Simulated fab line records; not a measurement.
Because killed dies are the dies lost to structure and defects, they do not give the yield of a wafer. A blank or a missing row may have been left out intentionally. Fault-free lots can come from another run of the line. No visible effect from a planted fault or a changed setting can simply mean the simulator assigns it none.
Chamber matching || flow nand_harc || NHARC_A_STAIRCASE_ALD_420 on ald_hk-03: 4 sister chambers
The step deposits SiO2, target thk 20 nm, pulse time 6 s, ald cycles 200. 4 wafers are shown with their chamber, then 7 later ones without.

## WAFERS PAIRED WITH THEIR CHAMBERS
{"wafer": "L088.3", "chamber": 0, "heater_power_w (W)": 431}
{"wafer": "L088.5", "chamber": 3, "heater_power_w (W)": 458}
{"wafer": "L095.3", "chamber": 1, "heater_power_w (W)": 487}
{"wafer": "L095.4", "chamber": 2, "heater_power_w (W)": 409}

## WAFERS WHOSE CHAMBER IS MISSING
{"wafer": "L095.5", "heater_power_w (W)": 448}
{"wafer": "L097.3", "heater_power_w (W)": 483}
{"wafer": "L097.4", "heater_power_w (W)": 446}
{"wafer": "L097.6", "heater_power_w (W)": 413}
{"wafer": "L096.1", "heater_power_w (W)": 455}
{"wafer": "L096.4", "heater_power_w (W)": 412}
{"wafer": "L096.6", "heater_power_w (W)": 398}

## WHICH CHAMBER EACH WENT THROUGH
{"wafer": "L095.5", "from the rows above": "can't be placed: 3 or 0", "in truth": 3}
{"wafer": "L097.3", "from the rows above": 1, "in truth": 1}
{"wafer": "L097.4", "from the rows above": "can't be placed: 3 or 0", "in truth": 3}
{"wafer": "L097.6", "from the rows above": "can't be placed: 2 or 0", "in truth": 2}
{"wafer": "L096.1", "from the rows above": 3, "in truth": 3}
{"wafer": "L096.4", "from the rows above": 2, "in truth": 2}
{"wafer": "L096.6", "from the rows above": 2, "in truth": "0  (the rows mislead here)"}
Correct placement for 3 of the 7. Cannot be placed on the basis of these rows: 3; the candidates contain the true chamber in 3. Placed wrongly: 1.
How it was worked out, from the rows above alone: a wafer's distance from a chamber is the root of the sum, over the readings, of the square of ((its reading less the chamber's mean) divided by the reading's scatter). If the next closest chamber is less than 2 further off than the closest, the wafer can't be placed; otherwise it belongs to the closest. For every chamber, the mean is computed from those of its wafers that are shown. The scatter: root of mean squared gap, hidden wafer to nearest shown wafer, with one shown wafer a chamber.
